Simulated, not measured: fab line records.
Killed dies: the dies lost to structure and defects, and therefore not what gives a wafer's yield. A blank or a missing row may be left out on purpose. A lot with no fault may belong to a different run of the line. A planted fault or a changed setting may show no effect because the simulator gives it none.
fab line records	flow n5Finfet
record lots=7	wafers=21	lastDay=19
route steps=1938 shown BEOL_M0@745 BEOL_M1@751 PASSIVATION@1936
lots untouched by any fault: they come from a run of this same line in which no faults occurred
startH: hours from the record's first day to the start of the lot's first wafer shown	waitH: hours elapsed since this lot's preceding step	" the same as in the row above	L1.1+2: several wafers, shown together as one row	- no value, or no start was given	* or withheld: withheld	< > ~ a bound
route shown NAME@n: names a module that has steps shown in the file, with the first one's number in the route	usual: average and standard deviation across the fault-free wafers	same: alike in all rows	chamber/n: place in a boat	sites: readings site by site	_std_site: standard deviation across them	_edge_site: the outer-site mean with the inner-site mean subtracted	radiusMm: how far each site lies from the wafer's centre	mask NAME#n: copy n	behind: tool/chamber where the wafer was last shaped	hold: why the lot was held/for how many hours/how that ended	device: names the non-switching transistor (n, p or np)	end of line: tests run on the same wafers once the route is complete	a step with no rows: only its recipe	killed: the dies lost at the first sort to structure and to defects; this is not the yield of the wafer	map: a wafer's dies, marking killed ones x, the rest . and places with no die _
set.NAME: the setting that was run; set.NAME@STEP: the one run at that earlier step	model.NAME: the simulator's own value behind a step, which no gauge read
a table for each step, a row for each wafer; lots at some steps of the route
services: from which hour (startH, from the record's first day; less than 0 if before it) a tool's chamber was out of use, for how many hours, and why
## steps
# step N5_BEOL_M0_PRE_CLEAN_131
# recipe gas=NH3/H2	timeS=15	tempC=*	rfPowerW=300
# usual heaterPowerW=88/9
# same timeS=15
lot.wafer	tool	chamber	startH	waitH	heaterPowerW
L383.1	cvdCo-02	1	145.58	0.0	101
L383.2	"	2	"	"	75
L383.3	"	0	"	"	92
L386.1	cvdCo-02	1	156.82	0.0	99
L386.3	"	0	"	"	91
L386.6	"	1	"	"	99
L385.2	cvdCo-01	2	159.67	0.1	90
L385.3	"	2	"	"	91
L385.5	"	0	"	"	79
L387.3	cvdCo-02	1	162.82	0.0	100
L387.4	"	0	"	"	92
L387.5	"	2	"	"	74
L388.2	cvdCo-02	0	165.96	0.0	90
L388.5	"	0	"	"	91
L388.6	"	1	"	"	101
L390.2	cvdCo-02	0	175.15	0.0	93
L390.5	"	2	"	"	75
L390.6	"	1	"	"	100
L403.2	cvdCo-02	2	259.55	0.0	74
L403.3	"	1	"	"	100
L403.4	"	0	"	"	94
# step N5_BEOL_M0_CO_CAP_123
# recipe material=Co	targetThkA=20	tempC=200	precursor=CCTBA/H2	pressureTorr=30	timeS=102.1
# usual heaterPowerW=240/11
# same timeS=102.1
lot.wafer	tool	chamber	startH	waitH	heaterPowerW
L383.1	cvdCo-02	1	145.62	0.0	257
L383.2	"	2	"	"	225
L383.3	"	0	"	"	244
L386.1	cvdCo-02	1	156.86	0.0	258
L386.3	"	0	"	"	247
L386.6	"	1	"	"	256
L385.2	cvdCo-01	2	159.73	0.0	244
L385.3	"	2	"	"	239
L385.5	"	0	"	"	226
L387.3	cvdCo-02	1	162.86	0.0	255
L387.4	"	0	"	"	240
L387.5	"	2	"	"	231
L388.2	cvdCo-02	0	166.00	0.0	241
L388.5	"	0	"	"	243
L388.6	"	1	"	"	250
L390.2	cvdCo-02	0	175.19	0.0	247
L390.5	"	2	"	"	223
L390.6	"	1	"	"	256
L403.2	cvdCo-02	2	259.59	0.0	224
L403.3	"	1	"	"	254
L403.4	"	0	"	"	245
# step N5_BEOL_M0_PRE_CLEAN_124
# recipe gas=NH3	timeS=15	tempC=withheld	rfPowerW=300
# step N5_BEOL_M0_DEP_125
# recipe material=SiCN	targetThkA=80	tempC=withheld	precursor=3MS/NH3	pressureTorr=3	rfW=202	timeS=14
# step N5_BEOL_M0_RS_MEAS_126
# recipe thkMeasGauge=four-point-probe	reads=Co_of_BEOL_M0_CO_CAP_123+Cu_of_BEOL_M0_ECD_118+Co_of_BEOL_M0_CVD_115+TaN_of_BEOL_M0_ALD_136
# usual M0_RS=0.536/0.018
lot.wafer	tool	chamber	startH	waitH	M0_RS[ohm/sq]
L383.1	filmMetro-01	-	145.83	0.1	0.546
L383.2	"	-	"	"	0.536
L383.3	"	-	"	"	0.549
L386.1	filmMetro-02	-	157.05	0.0	0.522
L386.3	"	-	"	"	0.559
L386.6	"	-	"	"	0.556
L385.2	filmMetro-02	-	159.95	0.1	0.531
L385.3	"	-	"	"	0.555
L385.5	"	-	"	"	0.525
L387.3	filmMetro-02	-	163.05	0.1	0.530
L387.4	"	-	"	"	0.524
L387.5	"	-	"	"	0.496
L388.2	filmMetro-02	-	166.18	0.1	0.565
L388.5	"	-	"	"	0.552
L388.6	"	-	"	"	0.518
L390.2	filmMetro-02	-	175.37	0.1	0.559
L390.5	"	-	"	"	0.547
L390.6	"	-	"	"	0.545
L403.2	filmMetro-02	-	259.78	0.1	0.584
L403.3	"	-	"	"	0.554
L403.4	"	-	"	"	0.560
# step N5_BEOL_M0_INSPECT_127
# recipe inspectInstrument=darkfield	mode=postDep
# usual rawDefectCount=75/27
lot.wafer	tool	chamber	startH	waitH	rawDefectCount
L383.1	defectInspect-01	-	145.86	0.0	71
L383.2	"	-	"	"	88
L383.3	"	-	"	"	37
L386.1	defectInspect-01	-	157.07	0.0	47
L386.3	"	-	"	"	87
L386.6	"	-	"	"	57
L385.2	defectInspect-01	-	159.97	0.0	125
L385.3	"	-	"	"	76
L385.5	"	-	"	"	82
L387.3	defectInspect-01	-	163.07	0.0	131
L387.4	"	-	"	"	101
L387.5	"	-	"	"	57
L388.2	defectInspect-02	-	166.21	0.0	99
L388.5	"	-	"	"	52
L388.6	"	-	"	"	69
L390.2	defectInspect-02	-	175.40	0.0	95
L390.5	"	-	"	"	129
L390.6	"	-	"	"	75
L403.2	defectInspect-01	-	259.80	0.0	152
L403.3	"	-	"	"	91
L403.4	"	-	"	"	126
# step N5_BEOL_M1_ILD_DEP_00
# recipe material=SiOC	targetThkA=790	tempC=350	precursor=DEMS/O2	pressureTorr=5	rfW=500	timeS=15.3
# usual heaterPowerW=541/68	showerheadPlenumPTorr=5.698/0.017	throttleValvePct=12.2/0.72
# same timeS=15.3
lot.wafer	tool	chamber	startH	waitH	heaterPowerW	showerheadPlenumPTorr	throttleValvePct
L383.1	pecvd-04	1	145.90	0.0	669	5.709	13.5
L383.2	"	2	"	"	508	5.711	12.3
L383.3	"	0	"	"	623	5.680	12.0
L386.1	pecvd-04	0	157.11	0.0	543	5.675	12.3
L386.3	"	1	"	"	585	5.709	13.5
L386.6	"	1	"	"	582	5.702	13.2
L385.2	pecvd-04	2	160.01	0.0	435	5.709	11.9
L385.3	"	1	"	"	619	5.714	13.4
L385.5	"	0	"	"	613	5.673	12.2
L387.3	pecvd-04	2	163.11	0.0	428	5.732	11.9
L387.4	"	0	"	"	585	5.675	11.8
L387.5	"	2	"	"	434	5.713	11.7
L388.2	pecvd-04	2	166.24	0.0	465	5.728	11.9
L388.5	"	0	"	"	607	5.683	12.0
L388.6	"	1	"	"	640	5.710	13.4
L390.2	pecvd-04	0	175.43	0.0	611	5.671	12.1
L390.5	"	2	"	"	500	5.726	12.0
L390.6	"	0	"	"	611	5.673	12.2
L403.2	pecvd-04	2	259.84	0.0	508	5.730	12.1
L403.3	"	1	"	"	650	5.708	13.2
L403.4	"	2	"	"	399	5.707	12.1
# step N5_BEOL_M1_THK_MEAS_01
# recipe reads=SiOC_of_BEOL_M1_ILD_DEP_00
# usual M1_ILD_THK=79.3/1.1
lot.wafer	tool	chamber	startH	waitH	M1_ILD_THK[nm]
L383.1	filmMetro-02	-	145.96	0.0	78.5
L383.2	"	-	"	"	78.8
L383.3	"	-	"	"	77.8
L386.1	filmMetro-02	-	157.18	0.0	78.7
L386.3	"	-	"	"	79.2
L386.6	"	-	"	"	81.5
L385.2	filmMetro-02	-	160.08	0.1	79.6
L385.3	"	-	"	"	79.1
L385.5	"	-	"	"	79.6
L387.3	filmMetro-02	-	163.18	0.1	79.4
L387.4	"	-	"	"	79.9
L387.5	"	-	"	"	80.8
L388.2	filmMetro-02	-	166.31	0.1	79.1
L388.5	"	-	"	"	79.5
L388.6	"	-	"	"	79.7
L390.2	filmMetro-02	-	175.52	0.1	77.0
L390.5	"	-	"	"	80.0
L390.6	"	-	"	"	79.1
L403.2	filmMetro-01	-	259.91	0.1	79.3
L403.3	"	-	"	"	78.6
L403.4	"	-	"	"	80.4
# step N5_BEOL_M1_PECVD_72
# recipe material=SiO2	targetThkA=160	tempC=400	precursor=TEOS/O2	pressureTorr=5.5	rfW=450	teosFlowSccm=53.8	gas=O2	flowSccm=3000	timeS=18
# step N5_BEOL_M1_HM_DEP_02
# recipe material=TiN	targetThkA=200	tempC=25	chamberPressurePa=0.49996
# usual throttleValvePct=30.2/0.67
lot.wafer	tool	chamber	startH	waitH	throttleValvePct
L383.1	pvdSputter-03	-	146.06	0.0	29.7
L383.2	"	-	"	"	29.8
L383.3	"	-	"	"	30.9
L386.1	pvdSputter-02	-	158.09	0.9	31.2
L386.3	"	-	"	"	30.2
L386.6	"	-	"	"	31.2
L385.2	pvdSputter-02	-	161.97	1.8	30.9
L385.3	"	-	"	"	29.0
L385.5	"	-	"	"	30.7
L387.3	pvdSputter-02	-	163.27	0.0	29.3
L387.4	"	-	"	"	30.2
L387.5	"	-	"	"	30.9
L388.2	pvdSputter-03	-	166.45	0.1	30.1
L388.5	"	-	"	"	29.7
L388.6	"	-	"	"	30.3
L390.2	pvdSputter-03	-	175.61	0.0	29.6
L390.5	"	-	"	"	29.8
L390.6	"	-	"	"	29.8
L403.2	pvdSputter-03	-	261.73	1.8	30.0
L403.3	"	-	"	"	31.2
L403.4	"	-	"	"	29.7
# step N5_BEOL_M1_COAT_61
# recipe resist=SOC	tempC=250	timeS=60	spinRpm=1500	resistThkNm=60
# step N5_BEOL_M1_COAT_62
# recipe resist=SiARC	tempC=220	timeS=60	spinRpm=1500	resistThkNm=12
# usual exhaustPa=44.9/0.83	plateTempC=219.97/0.16	resistLineTempC=23.00/0.11	spinSpeedRpm=1500.1/1
# same timeS=60
lot.wafer	tool	chamber	startH	waitH	exhaustPa	plateTempC	resistLineTempC	spinSpeedRpm	model.SiARC_of_BEOL_M1_COAT_62.thkNm
L383.1	lithoTrack-05	0	146.20	-	45.1	219.78	23.02	1498.5	12
L383.2	"	0	"	"	45.3	220.08	22.94	1498.4	12
L383.3	"	0	"	"	44.4	220.21	23.13	1498.7	12
L386.1	lithoTrack-03	0	158.22	-	43.9	219.91	22.90	1500.0	12
L386.3	"	0	"	"	44.8	220.11	22.77	1501.1	12
L386.6	"	0	"	"	45.4	219.86	22.89	1499.0	12
L385.2	lithoTrack-03	0	162.10	-	44.4	220.06	22.92	1628.5	11.6
L385.3	"	0	"	"	45.6	220.01	23.10	1628.2	11.6
L385.5	"	0	"	"	44.9	220.11	23.05	1628.7	11.6
L387.3	lithoTrack-03	0	163.40	-	46.5	220.06	23.08	1626.6	11.6
L387.4	"	0	"	"	45.3	220.03	23.01	1628.0	11.6
L387.5	"	0	"	"	45.6	220.16	23.07	1626.8	11.6
L388.2	lithoTrack-03	0	166.57	-	44.2	219.87	23.10	1629.0	11.6
L388.5	"	0	"	"	45.0	220.22	23.13	1627.3	11.6
L388.6	"	0	"	"	47.0	220.01	23.01	1626.7	11.6
L390.2	lithoTrack-05	0	175.74	-	44.7	219.97	23.12	1499.7	12
L390.5	"	0	"	"	45.2	220.01	22.95	1498.7	12
L390.6	"	0	"	"	44.0	219.84	23.03	1498.8	12
L403.2	lithoTrack-04	0	261.86	-	45.8	219.91	22.84	1498.6	12
L403.3	"	0	"	"	45.5	219.75	22.99	1499.2	12
L403.4	"	0	"	"	44.8	220.21	23.02	1500.9	12
# step N5_BEOL_M1_COAT_73
# recipe resist=underlayer	tempC=205	timeS=60	spinRpm=1500	resistThkNm=5
# step N5_BEOL_M1_COAT_05
# recipe resist=CAR-EUV	spinRpm=1500	resistThkNm=30
# step N5_BEOL_M1_EBR_07
# recipe solvent=PGMEA	ebrWidthMm=1.5
# step N5_BEOL_M1_SOFTBAKE_06
# recipe tempC=110	timeS=60	resist=CAR-EUV
# step N5_BEOL_M1_EXPOSE_08
# recipe maskId=M1	na=0.33	sourceShape=dipole	sigmaInner=0.369	sigmaOuter=0.767	polarization=unpolarized	doseMj=33
# step N5_BEOL_M1_PEB_09
# recipe pebTempC=100	pebTimeS=60	resist=CAR-EUV
# step N5_BEOL_M1_DEVELOP_10
# recipe developTimeS=30	developer=TMAH	resist=CAR-EUV	rinseLiquid=surfactantRinse	dry=airSpin	devTempC=23
# step N5_BEOL_M1_CD_MEAS_11
# recipe targetCdNm=17.05	landingEnergyEv=500	detector=seInlens	polarity=opening
# usual cdNm=17.16/0.22
lot.wafer	tool	chamber	startH	waitH	cdNm
L383.1	cdSem-01	0	146.46	-	17.19
L383.2	"	0	"	"	17.38
L383.3	"	0	"	"	17.10
L386.1	cdSem-02	0	158.48	-	17.10
L386.3	"	0	"	"	17.32
L386.6	"	0	"	"	17.13
L385.2	cdSem-02	0	162.36	-	16.94
L385.3	"	0	"	"	17.18
L385.5	"	0	"	"	17.22
L387.3	cdSem-02	0	163.66	-	17.27
L387.4	"	0	"	"	16.90
L387.5	"	0	"	"	17.24
L388.2	cdSem-01	0	166.96	-	17.09
L388.5	"	0	"	"	17.18
L388.6	"	0	"	"	16.77
L390.2	cdSem-01	0	176.13	-	17.22
L390.5	"	0	"	"	17.42
L390.6	"	0	"	"	17.40
L403.2	cdSem-02	0	262.12	-	17.24
L403.3	"	0	"	"	17.58
L403.4	"	0	"	"	17.30
# step N5_BEOL_M1_OVL_MEAS_12
# recipe pointsPerWafer=522
# usual M1_OVL=-0.2/0.76
lot.wafer	tool	chamber	startH	waitH	M1_OVL[nm]
L383.1	overlay-01	0	146.49	0.0	0.0
L383.2	"	0	"	"	-1.0
L383.3	"	0	"	"	0.4
L386.1	overlay-01	0	158.51	0.0	-0.1
L386.3	"	0	"	"	-0.7
L386.6	"	0	"	"	-1.2
L385.2	overlay-01	0	162.39	0.0	0.6
L385.3	"	0	"	"	0.4
L385.5	"	0	"	"	-0.4
L387.3	overlay-02	0	163.70	0.0	0.7
L387.4	"	0	"	"	0.0
L387.5	"	0	"	"	1.4
L388.2	overlay-01	0	167.00	0.0	-0.6
L388.5	"	0	"	"	-0.9
L388.6	"	0	"	"	-1.2
L390.2	overlay-02	0	176.16	0.0	-0.7
L390.5	"	0	"	"	-0.7
L390.6	"	0	"	"	-1.2
L403.2	overlay-01	0	262.15	0.0	0.8
L403.3	"	0	"	"	0.0
L403.4	"	0	"	"	0.2
# step N5_BEOL_M1_INSPECT_13
# recipe mode=adi	inspectInstrument=brightfield
# usual rawDefectCount=402/81
lot.wafer	tool	chamber	startH	waitH	rawDefectCount
L383.1	defectInspect-02	-	146.55	0.1	387
L383.2	"	-	"	"	421
L383.3	"	-	"	"	283
L386.1	defectInspect-01	-	158.57	0.1	336
L386.3	"	-	"	"	295
L386.6	"	-	"	"	302
L385.2	defectInspect-01	-	162.45	0.0	609
L385.3	"	-	"	"	437
L385.5	"	-	"	"	426
L387.3	defectInspect-02	-	163.75	0.0	559
L387.4	"	-	"	"	429
L387.5	"	-	"	"	355
L388.2	defectInspect-01	-	167.05	0.0	370
L388.5	"	-	"	"	269
L388.6	"	-	"	"	351
L390.2	defectInspect-02	-	176.22	0.0	416
L390.5	"	-	"	"	522
L390.6	"	-	"	"	555
L403.2	defectInspect-01	-	262.21	0.0	454
L403.3	"	-	"	"	337
L403.4	"	-	"	"	394
# step N5_BEOL_M1_DESCUM_16
# recipe chemistry=O2	timeS=7	sourcePowerW=50	biasPowerW=20	pressureMtorr=20	rfFrequencyHz=2.712e+07	tempC=40	resist=CAR-EUV	o2FlowSccm=225
# step N5_BEOL_M1_ETCH_74
# recipe chemistry=N2/H2	target=underlayer	targetDepthA=65	maskMaterial=CAR-EUV	timeS=5.2	ionEnergyEv=200	pressureMtorr=30	sourceW=840	biasW=150	n2FlowSccm=200	h2FlowSccm=200	ends=cleared
# usual drypumpMotorCurrentA=5.5/0.36	etchRfOnTimeS=5.23/0.15	oesProductAu=0.64/0.061	rfVppV=522.7/2.5	showerheadPlenumPTorr=2.50/0.082	throttleValvePct=17.90/0.23
lot.wafer	tool	chamber	startH	waitH	drypumpMotorCurrentA	etchRfOnTimeS	oesProductAu	rfHoursCounterH	rfVppV	showerheadPlenumPTorr	throttleValvePct
L383.1	rieDiel-02	1	146.67	0.0	6.0	5.47	0.61	173	521.9	2.44	17.64
L383.2	"	0	"	"	5.4	5.53	0.59	243	526.1	2.60	18.06
L383.3	"	2	"	"	5.5	5.34	0.60	221	524.5	2.52	17.77
L386.1	rieDiel-06	3	158.72	0.0	5.3	5.26	0.63	169	520.3	2.43	18.12
L386.3	"	1	"	"	5.7	5.08	0.64	196	520.7	2.41	17.67
L386.6	"	0	"	"	4.9	5.39	0.74	-	522.6	2.49	17.56
L385.2	rieDiel-06	3	163.37	0.0	5.3	5.21	0.63	170	522.0	2.43	18.12
L385.3	"	2	"	"	5.2	5.11	0.61	213	523.9	2.64	18.00
L385.5	"	1	"	"	5.7	5.00	0.64	-	523.7	2.41	17.66
L387.3	rieDiel-06	0	163.95	0.0	4.9	5.28	0.75	24	523.0	2.49	17.56
L387.4	"	2	"	"	5.2	5.11	0.61	213	527.4	2.64	18.01
L387.5	"	0	"	"	4.9	5.26	0.74	-	522.1	2.49	17.59
L388.2	rieDiel-04	1	167.12	0.0	6.3	5.11	0.60	223	518.9	2.41	18.17
L388.5	"	1	"	"	6.3	5.20	0.60	-	519.5	2.41	18.16
L388.6	"	2	"	"	5.3	5.43	0.62	-	525.5	2.67	18.07
L390.2	rieDiel-02	2	176.28	0.0	5.5	5.26	0.60	231	522.3	2.51	17.82
L390.5	"	1	"	"	6.0	5.46	0.60	-	518.6	2.43	17.65
L390.6	"	2	"	"	5.5	5.29	0.60	-	524.1	2.51	17.79
L403.2	rieDiel-06	0	262.27	0.0	4.9	5.37	0.71	45	522.2	2.49	17.64
L403.3	"	2	"	"	5.3	5.14	0.61	228	528.2	2.63	18.03
L403.4	"	1	"	"	5.7	4.97	0.63	218	521.4	2.40	17.71
# step N5_BEOL_M1_ETCH_63
# recipe chemistry=CF4	target=SiARC	targetDepthA=156	maskMaterial=CAR-EUV	timeS=26	ionEnergyEv=80	pressureMtorr=40	sourceW=545	biasW=36	Ar_flow_sccm=100	cf4FlowSccm=100	ends=cleared
# usual cf4FlowSccm=100.0/0.31	drypumpMotorCurrentA=5.5/0.36	etchRfOnTimeS=26.2/0.78	oesProductAu=0.64/0.061	rfVppV=183.6/1.2	showerheadPlenumPTorr=2.10/0.061	throttleValvePct=15.63/0.23
lot.wafer	tool	chamber	startH	waitH	cf4FlowSccm	drypumpMotorCurrentA	etchRfOnTimeS	oesProductAu	rfHoursCounterH	rfVppV	showerheadPlenumPTorr	throttleValvePct	model.etch.depthNm	model.CAR-EUV_of_BEOL_M1_COAT_05.thkNm
L383.1	rieDiel-02	1	146.68	0.0	99.9	6.0	26.8	0.62	173	182.6	2.05	15.35	11.98	11
L383.2	"	0	"	"	99.7	5.4	27.2	0.59	243	184.2	2.19	15.84	12	11
L383.3	"	2	"	"	100.0	5.5	26.3	0.61	221	182.6	2.11	15.54	11.99	11.2
L386.1	rieDiel-06	3	158.73	0.0	99.8	5.4	26.0	0.63	169	183.3	2.05	15.90	12.06	11.2
L386.3	"	1	"	"	100.5	5.6	25.1	0.64	196	183.0	2.06	15.59	12.06	11.2
L386.6	"	0	"	"	99.5	4.9	26.5	0.75	-	183.1	2.09	15.24	12.06	11.2
L385.2	rieDiel-06	3	163.39	0.0	100.0	5.3	25.0	0.63	170	183.3	2.05	15.92	11.52	11.6
L385.3	"	2	"	"	100.0	5.2	25.1	0.61	213	184.3	2.21	15.69	11.58	11.6
L385.5	"	1	"	"	100.6	5.7	24.0	0.64	-	183.2	2.05	15.61	11.52	11.6
L387.3	rieDiel-06	0	163.97	0.0	100.0	4.9	25.7	0.74	24	183.3	2.09	15.25	11.51	11.6
L387.4	"	2	"	"	99.6	5.2	24.6	0.61	213	184.8	2.21	15.70	11.52	11.6
L387.5	"	0	"	"	100.1	4.9	25.5	0.74	-	181.9	2.09	15.24	11.5	11.6
L388.2	rieDiel-04	1	167.13	0.0	100.1	6.3	24.5	0.60	223	182.8	2.04	15.78	11.53	11.4
L388.5	"	1	"	"	99.7	6.3	24.4	0.60	-	183.7	2.04	15.77	11.53	11.4
L388.6	"	2	"	"	100.0	5.2	25.8	0.62	-	184.1	2.22	15.66	11.51	11.6
L390.2	rieDiel-02	2	176.30	0.0	99.6	5.5	26.7	0.61	231	183.5	2.11	15.55	12.04	11.2
L390.5	"	1	"	"	99.6	6.1	27.2	0.60	-	180.9	2.04	15.36	12.06	11
L390.6	"	2	"	"	99.7	5.5	26.3	0.61	-	184.1	2.11	15.58	12.04	11.2
L403.2	rieDiel-06	0	262.29	0.0	100.2	4.9	26.9	0.72	45	183.2	2.08	15.29	12.03	11.2
L403.3	"	2	"	"	100.4	5.2	25.8	0.60	228	185.6	2.20	15.73	12.01	11.2
L403.4	"	1	"	"	100.3	5.6	25.2	0.63	218	181.0	2.05	15.64	12.05	11.2
# step N5_BEOL_M1_ETCH_64
# recipe chemistry=N2/H2	target=SOC	targetDepthA=750	overetchA=150	maskMaterial=SiARC	tempC=40	timeS=112.5	ionEnergyEv=200	pressureMtorr=30	sourceW=840	biasW=150	n2FlowSccm=200	h2FlowSccm=200
# usual drypumpMotorCurrentA=5.5/0.36	oesProductAu=0.59/0.055	rfVppV=522.7/2.3	showerheadPlenumPTorr=2.50/0.082	throttleValvePct=17.86/0.23
# same timeS=112.5
lot.wafer	tool	chamber	startH	waitH	drypumpMotorCurrentA	oesProductAu	rfHoursCounterH	rfVppV	showerheadPlenumPTorr	throttleValvePct	model.SiARC_of_BEOL_M1_COAT_62.thkNm
L383.1	rieDiel-02	1	146.71	0.0	6.1	0.57	173	521.9	2.44	17.62	7
L383.2	"	0	"	"	5.4	0.56	243	525.7	2.60	18.02	7
L383.3	"	2	"	"	5.5	0.57	221	522.4	2.52	17.75	6.8
L386.1	rieDiel-06	3	158.76	0.0	5.4	0.59	169	520.8	2.43	18.09	6.8
L386.3	"	1	"	"	5.7	0.58	196	520.7	2.41	17.63	6.6
L386.6	"	0	"	"	4.9	0.70	-	523.4	2.49	17.52	6.8
L385.2	rieDiel-06	3	163.42	0.0	5.4	0.58	170	519.5	2.43	18.09	6.4
L385.3	"	2	"	"	5.2	0.57	213	526.7	2.64	17.96	6.4
L385.5	"	1	"	"	5.7	0.58	-	520.2	2.41	17.63	6
L387.3	rieDiel-06	0	164.00	0.0	4.9	0.69	24	522.1	2.49	17.55	6.4
L387.4	"	2	"	"	5.2	0.56	213	526.3	2.64	17.97	6.2
L387.5	"	0	"	"	4.9	0.70	-	522.2	2.49	17.55	6.4
L388.2	rieDiel-04	1	167.16	0.0	6.2	0.56	223	519.2	2.41	18.11	6.4
L388.5	"	1	"	"	6.3	0.55	-	520.8	2.41	18.11	6.4
L388.6	"	2	"	"	5.2	0.59	-	526.7	2.67	18.05	6.4
L390.2	rieDiel-02	2	176.33	0.0	5.5	0.56	231	524.5	2.51	17.77	6.8
L390.5	"	1	"	"	6.1	0.57	-	520.7	2.43	17.61	7
L390.6	"	2	"	"	5.5	0.57	-	521.4	2.51	17.75	6.8
L403.2	rieDiel-06	0	262.32	0.0	4.9	0.67	45	521.1	2.49	17.58	6.8
L403.3	"	2	"	"	5.2	0.55	228	525.3	2.63	17.97	6.8
L403.4	"	1	"	"	5.6	0.57	218	522.1	2.40	17.66	6.6
# step N5_BEOL_M1_STRIP_65
# recipe chemistry=N2/H2	tempC=40	n2FlowSccm=200	h2FlowSccm=200	rfFrequencyHz=6e+07
# step N5_PASSIVATION_PROBE_49
# usual defectLimitedYield=90.9/1.4	killed_at_M0_to_M3=38/11	killed_at_M4_up=13/5.9	killedAtContacts=14/6.4	killedAtFrontEnd=38/11	killedAtOther=3.3/2.5	killedDies=107/16	killedOpen=70/12	killedShort=35/7.7	sort_bin_4_leakage=0.00/0.007	sort_bin_5_function=5.3/0.94	sort_bin_6_memory=3.5/0.7	sortNPass=1073/16	sortYieldPct=90.9/1.4
# same grossDies=1180	killedAtBackSide=0	sort_bin_8_speed[%]=0
lot.wafer	tool	chamber	startH	waitH	defectLimitedYield[%]	killed_at_M0_to_M3	killed_at_M4_up	killedAtContacts	killedAtFrontEnd	killedAtOther	killedDies	killedOpen	killedShort	sort_bin_4_leakage[%]	sort_bin_5_function[%]	sort_bin_6_memory[%]	sortNPass	sortYieldPct[%]
L386.1	prober-02	-	371.76	0.0	89.7	47	13	19	40	2	121	72	48	0	5.9	3.8	1059	89.7
L386.3	prober-02	-	371.86	0.1	90.4	37	13	14	44	5	113	82	30	0	6.4	2.9	1067	90.4
L386.6	prober-02	-	372.01	0.3	90.0	38	13	17	40	10	118	77	38	0	6.0	3.9	1062	90.0
# killed by level:class
L386.1 MOL_CONTACT_COAG:geometricParticle:open=18 BEOL_M3:geometricParticle:open=15 FIN_SAQP:geometricParticle:short=10 BEOL_M0_SAQP:geometricParticle:short=10 BEOL_M0_SAQP:geometricParticle:open=9 GATE_CUT:geometricParticle:short=8 BEOL_M4:geometricParticle:open=7 STI_FIN_REVEAL:geometricParticle:open=5
L386.3 BEOL_M3:geometricParticle:open=13 FIN_SAQP:geometricParticle:short=11 MOL_CONTACT_COAG:geometricParticle:open=11 FIN_SAQP:geometricParticle:open=9 BEOL_M2:geometricParticle:open=9 BEOL_M1:geometricParticle:open=8 STI_FIN_REVEAL:geometricParticle:open=5 DUMMY_GATE:geometricParticle:open=4
L386.6 MOL_CONTACT_COAG:geometricParticle:open=16 BEOL_M3:geometricParticle:open=14 GATE_CUT:geometricParticle:short=10 FIN_SAQP:geometricParticle:open=9 BEOL_M0_SAQP:geometricParticle:short=9 FIN_SAQP:geometricParticle:short=6 BEOL_M2:geometricParticle:open=5 GATE_CUT:geometricParticle:open=4
## services
tool	chamber	startH	hours	kind
lithoTrack-04	-	125.94	-	consumableReplace:filter
cvdCo-01	-	127.61	4.3	pm
rieDiel-02	1	154.13	5.4	repair
cvdCo-01	1	159.00	11.8	repair
rieDiel-02	0	165.92	-	clean
rieDiel-02	0	165.92	-	consumableReplace:focusRing
rieDiel-02	0	165.92	16.7	scheduledDown
rieDiel-02	0	165.92	16.7	ventCycle
rieDiel-04	3	167.41	8.7	repair
pecvd-04	1	171.33	5.5	scheduledDown
rieDiel-02	-	179.40	1.0	repair
rieDiel-06	2	189.08	10.0	repair
rieDiel-06	-	200.13	14.6	pm
lithoTrack-03	-	202.61	-	consumableReplace:filter
pvdSputter-03	-	205.12	1.6	repair
cvdCo-02	-	223.15	3.8	pm
rieDiel-06	2	226.76	7.4	repair
rieDiel-02	2	234.77	-	clean
rieDiel-02	2	234.77	-	consumableReplace:focusRing
rieDiel-02	2	234.77	18.5	scheduledDown
rieDiel-02	2	234.77	18.5	ventCycle
rieDiel-04	3	236.60	5.9	repair
rieDiel-02	-	257.06	72.1	repair
## key
firstSign step=N5_BEOL_M1_COAT_62	reading=spinSpeedRpm	direction=up	sigmas=99+	usual=*	struck=*
effect none on later readings
modelEffect step=N5_BEOL_M1_COAT_62	value=SiARC_of_BEOL_M1_COAT_62.thkNm	without=12	struck=11.6
modelEffect step=N5_BEOL_M1_ETCH_63	value=etch.depthNm	without=12	struck=11.52
modelEffect step=N5_BEOL_M1_ETCH_64	value=SiARC_of_BEOL_M1_COAT_62.thkNm	without=6.8	struck=6.333
metAt N5_BEOL_M1_COAT_62
struckWafers L385.2,L385.3,L385.5,L387.3,L387.4,L387.5,L388.2,L388.5,L388.6
rowsEnd L385.2,L385.3,L385.5,L387.3,L387.4,L387.5,L388.2,L388.5,L388.6
onsetBetween 158.22 162.10
fault kind=processParameterDrift	tool=lithoTrack-03	chamber=-	onsetH=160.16	steps=N5_BEOL_M1_COAT_62	channel=spinRpm	offset=*	shape=step	actsIn=*	stated=*
# rowsEnd: these wafers met a further fault down the route, and their rows from its step on are left out
